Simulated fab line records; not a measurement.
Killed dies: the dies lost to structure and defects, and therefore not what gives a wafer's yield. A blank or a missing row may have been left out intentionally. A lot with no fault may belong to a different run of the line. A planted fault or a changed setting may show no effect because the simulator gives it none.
Comparing a struck lot with a sound one ; flow n5 finfet ; 15 steps out of a route of 1938
Sound: wafers L351.2, L351.3, L351.6. Struck: wafer L346.6; the same lot's L346.2 was not struck, so it is left out; see the end for the cause.
For every step that has rows: the tool of each side, followed by ch and its chambers, followed by its first start. Under that, the readings that differ: sound wafers ; struck wafers ; difference of the means ; sigmas: that difference in standard deviations of wafers without a fault.
alike: a reading whose means differ by less than 2 such deviations, as well as words and numbers matching on both sides. not compared: withheld readings; readings where some wafer has no value; bounds like >300 that might hide an equal value; numbers whose values overlap and for which the record gives no deviation.
Wherever a step has rows on one side only, a row that says differs or no value, or a row with sigmas, the two part there. Non-overlapping numbers with no deviation appear without sigmas and do not part them. A reading that every wafer of one side lacks parts them only if that side has two wafers or more.

first, 1 step without rows for these wafers: N5_BEOL_M10_DEVELOP_27 (develop time 30 s).
N5_BEOL_M10_CD_MEAS_28 targets a cd of 70 nm.
  sound on cd sem-02 ch 0, day 13 13:48; struck on cd sem-03 ch 0, day 12 14:50
  alike: cd nm
N5_BEOL_M10_OVL_MEAS_29:
  sound on overlay-01 ch 0, day 13 13:50; struck on overlay-02 ch 0, day 12 14:52
  alike: V9_OVL
N5_BEOL_M10_INSPECT_30: inspects for defects (brightfield).
  sound on defect inspect-01 at day 13 13:52; struck on defect inspect-02 at day 12 14:53
  alike: raw defect count
then, 1 step without rows for these wafers: N5_BEOL_M10_DESCUM_33 (chemistry O2, time 7.9 s).
N5_BEOL_M10_ETCH_65: etches SiARC in CF4, target depth 39 nm, time 65 s.
  sound on rie diel-06 ch 0,1, day 13 14:17; struck on rie diel-03 ch 0, day 12 14:57
reading;sound;struck;difference;sigmas
drypump motor current A (A);6.01 5.40 6.05;5.09;-0.73;-3
  alike: etch rf on time s, oes product au, rf vpp V, showerhead plenum p Torr, throttle valve pct
  not compared: rf hours counter h
N5_BEOL_M10_ETCH_66: etches SOC in N2/H2, target depth 120 nm, overetch 24 nm, time 180 s.
  sound on rie diel-06 ch 0,1, day 13 14:20; struck on rie diel-03 ch 0, day 12 15:00
reading;sound;struck;difference;sigmas
drypump motor current A (A);6.06 5.42 6.05;5.08;-0.76;-3
  alike: oes product au, rf vpp V, showerhead plenum p Torr, throttle valve pct
  not compared: rf hours counter h
then, 3 steps without rows for these wafers: N5_BEOL_M10_STRIP_69 (strips in N2/H2); N5_BEOL_M10_VIA_ETCH_34 (etches SiCOH lowk in C4F6/O2, target depth 184.5 nm, time 69.2 s); N5_BEOL_M10_STRIP_73 (strips in C4F6/O2).
N5_BEOL_M10_STRIP_36: strips in N2/H2.
  sound on rie diel-06 ch 0,1, day 13 14:32; struck on rie diel-03 ch 0, day 12 15:11
reading;sound;struck;difference;sigmas
drypump motor current A (A);6.04 5.42 6.10;5.10;-0.75;-3
  alike: oes product au, rf vpp V, showerhead plenum p Torr, throttle valve pct
  not compared: rf hours counter h
N5_BEOL_M10_TRENCH_ETCH_37: etches SiCOH lowk in C4F6/O2, target depth 148.83 nm, time 48 s.
  sound on rie diel-06 ch 0,1; struck on rie diel-03 ch 0
reading;sound;struck;difference;sigmas
drypump motor current A (A);5.97 5.41 6.03;5.09;-0.71;-2
  alike: C4F6_flow_sccm, oes product au, rf vpp V, showerhead plenum p Torr, throttle valve pct
  not compared: rf hours counter h
N5_BEOL_M10_ETCH_41: etches SiCN in CH3F/O2, target depth 42.6 nm, time 86 s.
  sound on rie diel-06 ch 0,1, day 13 14:37; struck on rie diel-03 ch 0, day 12 15:16
reading;sound;struck;difference;sigmas
drypump motor current A (A);6.04 5.40 6.05;5.09;-0.74;-3
oes product au (a.u.);0.80 0.82 0.80;1.17;+0.36;+5
model.etch.depth nm (nm);31.09 32.32 31.14;48.3;+16.8;
  alike: CH3F_flow_sccm, rf vpp V, showerhead plenum p Torr, throttle valve pct
  not compared: rf hours counter h
N5_BEOL_M10_STRIP_77: strips in N2/H2, time 10 s.
  sound on rie diel-06 ch 0,1; struck on rie diel-03 ch 0
reading;sound;struck;difference;sigmas
drypump motor current A (A);6.04 5.41 6.04;5.12;-0.71;-2
  alike: oes product au, rf vpp V, showerhead plenum p Torr, throttle valve pct
  not compared: rf hours counter h
following that, these wafers have no rows for 1 step: N5_PASSIVATION_PROBE_49.

## WHERE THEY PART
Earliest at N5_BEOL_M10_ETCH_65; latest, in this record, at N5_BEOL_M10_STRIP_77.

WHY: what the simulator had put in
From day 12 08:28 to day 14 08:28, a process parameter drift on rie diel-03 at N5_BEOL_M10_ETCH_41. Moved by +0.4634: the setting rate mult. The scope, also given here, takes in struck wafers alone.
